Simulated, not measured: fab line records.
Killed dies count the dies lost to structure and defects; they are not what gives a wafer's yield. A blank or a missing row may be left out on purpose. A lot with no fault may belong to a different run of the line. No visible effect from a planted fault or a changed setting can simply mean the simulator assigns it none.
Which of the tools did it?	flow nand harc	13 lots with 39 wafers sampled at 6 steps, on a route of 1302 steps

WHAT EACH GAUGE READ, for each wafer
NHARC_P_GATE_OVL_MEAS_27. Usual: overlay x nm 0.1 nm, standard deviation 0.7; overlay y nm 0.2 nm, standard deviation 0.86.
lot	measured	on	overlay x nm (nm)	overlay y nm (nm)	flag
L731	day 5 08:46	overlay-01	1.1 0.8 0.9	0.8 1.5 0.7	
L732	day 5 09:25	overlay-02	-0.6 -0.3 -0.4	-0.9 -1.6 -0.5	
L735	day 6 17:40	overlay-02	1.1 0.6 1.1	0.3 0.0 0.2	
L737	day 7 23:47	overlay-01	1.4 1.0 1.6	-0.3 -0.5 -0.3	
L738	day 7 23:56	overlay-02	-0.6 -0.1 -0.2	-0.9 -0.4 -0.7	
L740	day 8 13:26	overlay-01	-0.8 -0.8 -0.6	0.5 0.3 1.0	
L741	day 9 01:58	overlay-01	0.2 0.3 0.6	0.4 0.2 0.5	
L742	day 9 13:10	overlay-01	-0.1 -0.3 -0.1	0.7 0.6 0.8	
L743	day 9 19:36	overlay-01	0.2 0.1 0.4	0.8 0.9 0.1	
L744	day 10 12:52	overlay-01	0.7 0.4 0.5	-0.7 -0.6 -0.5	
L745	day 11 02:45	overlay-02	0.1 -0.7 0.2	0.2 -0.1 0.8	
L748	day 11 22:37	overlay-02	-0.7 -0.9 -1.1	-0.2 -0.8 -0.7	
L750	day 12 22:16	overlay-02	0.1 0.0 0.7	-0.9 -1.0 -1.0	

NHARC_P_GATE_INSPECT_68. Usual: 220 for raw defect count, sd 100.
lot	measured	on	raw defect count	flag
L731	day 6 03:17	defect inspect-02	255 436 231	
L732	day 6 04:04	defect inspect-01	203 120 225	
L735	day 7 14:13	defect inspect-02	107 109 155	
L737	day 8 18:05	defect inspect-02	233 196 221	
L738	day 8 18:16	defect inspect-02	150 223 337	
L740	day 9 11:38	defect inspect-01	385 402 512	
L741	day 9 20:29	defect inspect-02	166 239 171	
L742	day 10 07:21	defect inspect-01	303 271 598	
L743	day 10 13:56	defect inspect-01	162 270 216	
L744	day 11 07:44	defect inspect-02	147 128 165	
L745	day 11 21:10	defect inspect-01	151 211 195	
L748	day 12 17:01	defect inspect-01	565 543 573 570 560 571	OFF
L750	day 13 16:59	defect inspect-02	731 747 648 724 770 648	OFF

NHARC_END_SORT_01. Usual: defect limited yield 91.6 %, standard deviation 2.4; killed at array 52, standard deviation 16; killed at other 0.8, standard deviation 0.98; killed at periphery 4.2, standard deviation 2.9; killed dies 57, standard deviation 16; killed open 3.3, standard deviation 1.9; killed short 2.5, standard deviation 1.5; sort_bin_2_pct 3.0 %, standard deviation 1; sort_bin_3_pct 0.6 %, standard deviation 0.31; sort_bin_4_pct 4.8 %, standard deviation 1.5; sort n pass 620, standard deviation 16; sort rim yield pct 90 %, standard deviation 4.1; sort yield pct 91.6 %, standard deviation 2.4.
lot	measured	on	defect limited yield (%)	killed at array	killed at other	killed at periphery	killed dies	killed open	killed short	sort_bin_2_pct (%)	sort_bin_3_pct (%)	sort_bin_4_pct (%)	sort n pass	sort rim yield pct (%)	sort yield pct (%)	flag
L731	day 25 06:15	prober-02	94.8 94.5 96.0	27 30 26	0 0 0	8 7 1	35 37 27	4 1 2	1 7 1	2.1 1.6 0.7	0.1 0.3 0.6	3.0 3.5 2.7	642 640 650	91 92 93	94.8 94.5 96.0	
L744	day 30 07:37	prober-01	91.3 89.5 91.9	54 64 49	1 1 1	4 6 5	59 71 55	1 6 5	1 3 4	3.7 3.1 2.8	0.3 0.9 0.3	4.7 6.5 5.0	618 606 622	89 92 90	91.3 89.5 91.9	
L745	day 29 23:02	prober-01	92.6 91.6 93.4	47 54 41	1 0 0	2 3 4	50 57 45	2 5 4	2 1 0	3.2 2.8 1.9	0.3 0.1 0.6	3.8 5.5 4.1	627 620 632	85 91 91	92.6 91.6 93.4	

EACH LOT AND THE TOOL THAT RAN IT (in order: tool; ch and the chambers of the sampled wafers; start)
lot	NHARC_P_GATE_STRIP_75	NHARC_P_GATE_PRE_CLEAN_110	NHARC_P_GATE_RTA_80
L731	plasma asher-01 ch 0,1, day 5 21:37	pvd sputter-02, day 6 02:23	rtp anneal-01 ch 0, day 6 02:43
L732	plasma asher-02 ch 0,1, day 5 22:16	pvd sputter-01, day 6 03:09	rtp anneal-01 ch 0, day 6 03:28
L735	plasma asher-02 ch 0,1, day 7 08:30	pvd sputter-03, day 7 13:19	rtp anneal-02 ch 0, day 7 13:35
L737	plasma asher-01 ch 0,1, day 8 12:31	pvd sputter-03, day 8 17:11	rtp anneal-02 ch 0, day 8 17:26
L738	plasma asher-02 ch 0,1, day 8 12:43	pvd sputter-02, day 8 17:21	rtp anneal-01 ch 0, day 8 17:38
L740	plasma asher-02 ch 0,1, day 9 05:06	pvd sputter-02, day 9 09:54	rtp anneal-02 ch 0, day 9 10:09
L741	plasma asher-01 ch 0,1, day 9 14:38	pvd sputter-02, day 9 19:24	rtp anneal-01 ch 0, day 9 19:53
L742	plasma asher-01 ch 0,1, day 10 01:47	pvd sputter-03, day 10 06:25	rtp anneal-01 ch 0, day 10 06:40
L743	plasma asher-01 ch 0,1, day 10 08:11	pvd sputter-02, day 10 13:02	rtp anneal-01 ch 0, day 10 13:16
L744	plasma asher-01 ch 0,1, day 11 01:40	pvd sputter-03, day 11 06:32	rtp anneal-02 ch 0, day 11 07:08
L745	plasma asher-01 ch 0,1, day 11 15:29	pvd sputter-03, day 11 20:15	rtp anneal-02 ch 0, day 11 20:31
L748	plasma asher-01 ch 0,1, day 12 11:23	pvd sputter-03, day 12 16:06	rtp anneal-02 ch 0, day 12 16:23
L750	plasma asher-02 ch 0,1, day 13 11:05	pvd sputter-03, day 13 16:02	rtp anneal-02 ch 0, day 13 16:17
- NHARC_P_GATE_STRIP_75: strips in O2.
- NHARC_P_GATE_PRE_CLEAN_110: time 30 s.
- NHARC_P_GATE_RTA_80: time 30 s.

AS READ BY THE TOOLS THEMSELVES (means over the sampled wafers that have a number; for cases with no such wafer, the mark the record gives instead)
NHARC_P_GATE_STRIP_75. Usual: drypump motor current A 5.7 A, standard deviation 0.66; heater power w 334 W, standard deviation 17.
lot	tool	drypump motor current A (A)	heater power w (W)	flag
L731	plasma asher-01	6.1	348	
L732	plasma asher-02	5.6	331	
L735	plasma asher-02	5.6	329	
L737	plasma asher-01	5.6	333	
L738	plasma asher-02	5.3	325	
L740	plasma asher-02	5.3	323	
L741	plasma asher-01	6.0	343	
L742	plasma asher-01	6.1	347	
L743	plasma asher-01	5.5	325	
L744	plasma asher-01	5.6	328	
L745	plasma asher-01	6.1	338	
L748	plasma asher-01	6.1	344	
L750	plasma asher-02	5.3	338	

NHARC_P_GATE_RTA_80. Usual: lamp power pct 2.28 %, standard deviation 0.29; wafer_temp_C_max 301.0, standard deviation 0.33.
lot	tool	lamp power pct (%)	wafer_temp_C_max	flag
L731	rtp anneal-01	2.52	301.1	
L732	rtp anneal-01	2.52	300.9	
L735	rtp anneal-02	1.95	301.3	
L737	rtp anneal-02	1.95	301.3	
L738	rtp anneal-01	2.52	300.9	
L740	rtp anneal-02	1.95	301.2	
L741	rtp anneal-01	2.53	300.9	
L742	rtp anneal-01	2.52	300.7	
L743	rtp anneal-01	2.52	300.5	
L744	rtp anneal-02	1.95	301.2	
L745	rtp anneal-02	1.95	301.0	
L748	rtp anneal-02	1.95	301.1	
L750	rtp anneal-02	1.95	301.2	

THE ANSWER, worked out from the rows above alone
Rule: a lot counts as off when the mean over its wafers that have a number is more than 3 standard deviations away from the usual mean. A lot without any number at a reading at which 4 lots or more have one is off too. Any other lot the step has rows for is counted as sound. After the gauges, taken in route order, come the tools' own readings; for these a lot's mean is taken, as printed above. At the first step where some lot is off, the reading lying furthest off is the one used; lots without a number count as furthest.
Off, at NHARC_P_GATE_INSPECT_68 on raw defect count: L748, L750.
If a tool, at a process step before that reading, ran all the lots that are off and no sound lot after the first of them, it fits. Gauges at NHARC_P_GATE_INSPECT_68: tried the same way as those tools. This does not decide it: 2 tools fit, namely pvd sputter-03 at NHARC_P_GATE_PRE_CLEAN_110 and rtp anneal-02 at NHARC_P_GATE_RTA_80.

WHAT THE SIMULATOR HAD INSERTED
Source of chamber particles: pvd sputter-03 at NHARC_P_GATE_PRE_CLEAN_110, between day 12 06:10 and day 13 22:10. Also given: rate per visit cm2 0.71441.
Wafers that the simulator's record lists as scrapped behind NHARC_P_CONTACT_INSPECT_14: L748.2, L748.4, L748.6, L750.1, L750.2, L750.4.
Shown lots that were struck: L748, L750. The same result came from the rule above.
